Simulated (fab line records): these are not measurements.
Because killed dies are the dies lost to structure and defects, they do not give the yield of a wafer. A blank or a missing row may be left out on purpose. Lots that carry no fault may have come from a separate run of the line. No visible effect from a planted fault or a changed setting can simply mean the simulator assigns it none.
Which tool is to blame? + flow nand-harc + 14 lots, 38 wafers sampled, at 6 steps of a route of 1302

WHAT THE GAUGES SHOWED, per wafer
NHARC_A_M1_CD_MEAS_09: target cd 120 nm.
| lot  | measured     | on        | cd-nm (nm)        |
|------|--------------|-----------|-------------------|
| L696 | day 22 11:32 | cd-sem-02 | 119.2 120.0 119.8 |
| L698 | day 23 13:29 | cd-sem-03 | 120.2 120.0 119.7 |
| L702 | day 25 22:07 | cd-sem-02 | 119.7 120.1 120.2 |
| L704 | day 26 14:10 | cd-sem-02 | 119.1 119.5 119.3 |
| L706 | day 26 19:52 | cd-sem-03 | 120.1             |
| L708 | day 27 10:44 | cd-sem-03 | 118.9             |
| L707 | day 27 23:30 | cd-sem-01 | 120.1 119.5 119.6 |
| L713 | day 29 07:55 | cd-sem-03 | 120.7 120.1 120.7 |
| L711 | day 29 09:48 | cd-sem-03 | 120.1 119.7 120.1 |
| L710 | day 29 12:14 | cd-sem-03 | 119.8 120.3 120.3 |
| L714 | day 30 05:16 | cd-sem-02 | 120.2 120.3 120.7 |
| L717 | day 31 05:43 | cd-sem-03 | 119.4 119.8 119.5 |
| L718 | day 32 06:43 | cd-sem-02 | 119.2 119.8 119.5 |
| L719 | day 33 05:07 | cd-sem-01 | 118.6 119.6 119.2 |

NHARC_A_M1_INSPECT_11.
| lot  | measured     | on                | raw-defect-count |
|------|--------------|-------------------|------------------|
| L696 | day 22 11:39 | defect-inspect-01 | 137 145 132      |
| L698 | day 23 13:37 | defect-inspect-02 | 78 72 70         |
| L702 | day 25 22:14 | defect-inspect-02 | 105 130 118      |
| L704 | day 26 14:17 | defect-inspect-01 | 65 71 82         |
| L706 | day 26 19:59 | defect-inspect-02 | 799 787          |
| L708 | day 27 10:52 | defect-inspect-02 | 734 734          |
| L707 | day 27 23:37 | defect-inspect-01 | 107 119 113      |
| L713 | day 29 08:03 | defect-inspect-02 | 132 126 107      |
| L711 | day 29 09:56 | defect-inspect-01 | 48 53 45         |
| L710 | day 29 12:22 | defect-inspect-02 | 112 100 120      |
| L714 | day 30 05:23 | defect-inspect-01 | 67 84 73         |
| L717 | day 31 05:50 | defect-inspect-01 | 120 81 87        |
| L718 | day 32 06:50 | defect-inspect-01 | 126 136 136      |
| L719 | day 33 05:14 | defect-inspect-02 | 61 69 60         |

NHARC_END_SORT_01.
| lot  | measured     | on        | defect-limited-yield (%) | killed-at-array | killed-at-other | killed-at-periphery | killed-dies | killed-open | killed-short |
|------|--------------|-----------|--------------------------|-----------------|-----------------|---------------------|-------------|-------------|--------------|
| L706 | day 31 02:05 | prober-02 | 80.4                     | 126             | 4               | 3                   | 133         | 2           | 7            |
| L708 | day 31 16:52 | prober-02 | 86.9                     | 80              | 1               | 8                   | 89          | 6           | 2            |
| L707 | day 32 01:22 | prober-01 | 88.3 86.0 88.9           | 72 83 73        | 1 1 1           | 6 11 1              | 79 95 75    | 2 2 4       | 1 2 5        |
| L713 | day 32 08:30 | prober-02 | 87.3 87.1 88.2           | 85 83 75        | 0 0 1           | 1 4 4               | 86 87 80    | 2 3 2       | 5 3 4        |
| L711 | day 33 00:08 | prober-01 | 93.6 93.6 93.1           | 40 41 44        | 0 2 1           | 3 0 2               | 43 43 47    | 2 3 3       | 1 1 4        |
| L710 | day 32 17:01 | prober-01 | 88.3 88.8 89.8           | 77 68 68        | 0 2 1           | 2 6 0               | 79 76 69    | 1 10 1      | 5 2 2        |
| L714 | day 33 10:19 | prober-02 | 91.6                     | 54              | 0               | 3                   | 57          | 0           | 3            |

EACH LOT AND THE TOOL THAT RAN IT (in order: tool; ch and the chambers of the sampled wafers; start)
| lot  | NHARC_A_M0_DEGAS_28          | NHARC_A_M0_PRE_CLEAN_31         | NHARC_A_M0_DEP_32               |
|------|------------------------------|---------------------------------|---------------------------------|
| L696 | pvd-sputter-02, day 22 08:37 | pecvd-02 ch 0,1,2, day 22 10:20 | pecvd-02 ch 0,1,2, day 22 10:25 |
| L698 | pvd-sputter-02, day 23 10:40 | pecvd-01 ch 0,1,2, day 23 12:19 | pecvd-01 ch 0,1,2, day 23 12:28 |
| L702 | pvd-sputter-01, day 25 19:05 | pecvd-01 ch 0,1, day 25 20:47   | pecvd-01 ch 0,1, day 25 20:52   |
| L704 | pvd-sputter-03, day 26 11:20 | pecvd-01 ch 0,1,2, day 26 12:57 | pecvd-01 ch 0,1,2, day 26 13:02 |
| L706 | pvd-sputter-01, day 26 16:34 | pecvd-01 ch 2, day 26 18:12     | pecvd-01 ch 2, day 26 18:19     |
| L708 | pvd-sputter-02, day 27 07:47 | pecvd-01 ch 2, day 27 09:26     | pecvd-01 ch 2, day 27 09:35     |
| L707 | pvd-sputter-01, day 27 20:33 | pecvd-04 ch 1,2, day 27 22:11   | pecvd-04 ch 1,2, day 27 22:17   |
| L713 | pvd-sputter-02, day 29 04:59 | pecvd-02 ch 0,2, day 29 06:45   | pecvd-02 ch 0,2, day 29 06:50   |
| L711 | pvd-sputter-02, day 29 06:26 | pecvd-04 ch 0,1, day 29 08:30   | pecvd-04 ch 0,1, day 29 08:35   |
| L710 | pvd-sputter-01, day 29 09:19 | pecvd-02 ch 1,2, day 29 10:56   | pecvd-02 ch 1,2, day 29 11:03   |
| L714 | pvd-sputter-02, day 30 02:26 | pecvd-02 ch 0,1, day 30 04:04   | pecvd-02 ch 0,1, day 30 04:11   |
| L717 | pvd-sputter-03, day 31 02:45 | pecvd-04 ch 0,1, day 31 04:24   | pecvd-04 ch 0,1, day 31 04:30   |
| L718 | pvd-sputter-01, day 32 03:54 | pecvd-01 ch 0,1,2, day 32 05:33 | pecvd-01 ch 0,1,2, day 32 05:43 |
| L719 | pvd-sputter-03, day 33 02:17 | pecvd-04 ch 0,1,2, day 33 03:53 | pecvd-04 ch 0,1,2, day 33 03:58 |
- NHARC_A_M0_DEGAS_28: time 60 s.
- NHARC_A_M0_PRE_CLEAN_31: time 12 s.
- NHARC_A_M0_DEP_32: deposits SiCN, target thk 30 nm.

AS READ BY THE TOOLS THEMSELVES (means over the sampled wafers that have a number; for cases with no such wafer, the mark the record gives instead)
NHARC_A_M0_DEGAS_28.
| lot  | tool           | heater-power-w (W) |
|------|----------------|--------------------|
| L696 | pvd-sputter-02 | 325                |
| L698 | pvd-sputter-02 | 378                |
| L702 | pvd-sputter-01 | 375                |
| L704 | pvd-sputter-03 | 339                |
| L706 | pvd-sputter-01 | 343                |
| L708 | pvd-sputter-02 | 360                |
| L707 | pvd-sputter-01 | 365                |
| L713 | pvd-sputter-02 | 313                |
| L711 | pvd-sputter-02 | 373                |
| L710 | pvd-sputter-01 | 360                |
| L714 | pvd-sputter-02 | 363                |
| L717 | pvd-sputter-03 | 353                |
| L718 | pvd-sputter-01 | 374                |
| L719 | pvd-sputter-03 | 347                |

NHARC_A_M0_PRE_CLEAN_31.
| lot  | tool     | heater-power-w (W) |
|------|----------|--------------------|
| L696 | pecvd-02 | 685                |
| L698 | pecvd-01 | 540                |
| L702 | pecvd-01 | 618                |
| L704 | pecvd-01 | 598                |
| L706 | pecvd-01 | 518                |
| L708 | pecvd-01 | 542                |
| L707 | pecvd-04 | 646                |
| L713 | pecvd-02 | 664                |
| L711 | pecvd-04 | 709                |
| L710 | pecvd-02 | 560                |
| L714 | pecvd-02 | 762                |
| L717 | pecvd-04 | 714                |
| L718 | pecvd-01 | 550                |
| L719 | pecvd-04 | 647                |

NHARC_A_M0_DEP_32.
| lot  | tool     | heater-power-w (W) | showerhead-vpp-V (V) |
|------|----------|--------------------|----------------------|
| L696 | pecvd-02 | 606                | 1283                 |
| L698 | pecvd-01 | 562                | 1324                 |
| L702 | pecvd-01 | 586                | 1328                 |
| L704 | pecvd-01 | 524                | 1334                 |
| L706 | pecvd-01 | 442                | 1276                 |
| L708 | pecvd-01 | 504                | 1270                 |
| L707 | pecvd-04 | 636                | 1371                 |
| L713 | pecvd-02 | 701                | 1325                 |
| L711 | pecvd-04 | 584                | 1314                 |
| L710 | pecvd-02 | 585                | 1269                 |
| L714 | pecvd-02 | 701                | 1320                 |
| L717 | pecvd-04 | 615                | 1271                 |
| L718 | pecvd-01 | 504                | 1327                 |
| L719 | pecvd-04 | 613                | 1313                 |

THE ANSWER, worked out from the rows above alone
Rule: the lots themselves supply what counts as usual. Put in order of their means at a reading, lots are off if they are a third of the lots or fewer, leave a main group of 4 or more, and stand apart from it by a gap of 3 or more times the standard deviation of the main group's means; of several such gaps the widest counts. A main group is skipped when, at the precision printed for the reading in the tables above, its means are all equal. A lot without any number at a reading at which 4 lots or more have one is off too. Any other lot the step has rows for is counted as sound. Order of review: gauges by route order, followed by the tools' own readings, for which a lot's mean as printed above is used. At the first step where some lot is off, the reading lying furthest off is the one used; lots without a number count as furthest.
Off: L706, L708 (NHARC_A_M1_INSPECT_11, raw-defect-count). Mean 97 and standard deviation 28 in the main group.
If a tool, at a process step before that reading, ran all the lots that are off and no sound lot after the first of them, it fits. Those tools and the gauges at NHARC_A_M1_INSPECT_11 are tried in the same way. Not one of the candidates tried fits.

WHAT WAS PUT IN BY THE SIMULATOR
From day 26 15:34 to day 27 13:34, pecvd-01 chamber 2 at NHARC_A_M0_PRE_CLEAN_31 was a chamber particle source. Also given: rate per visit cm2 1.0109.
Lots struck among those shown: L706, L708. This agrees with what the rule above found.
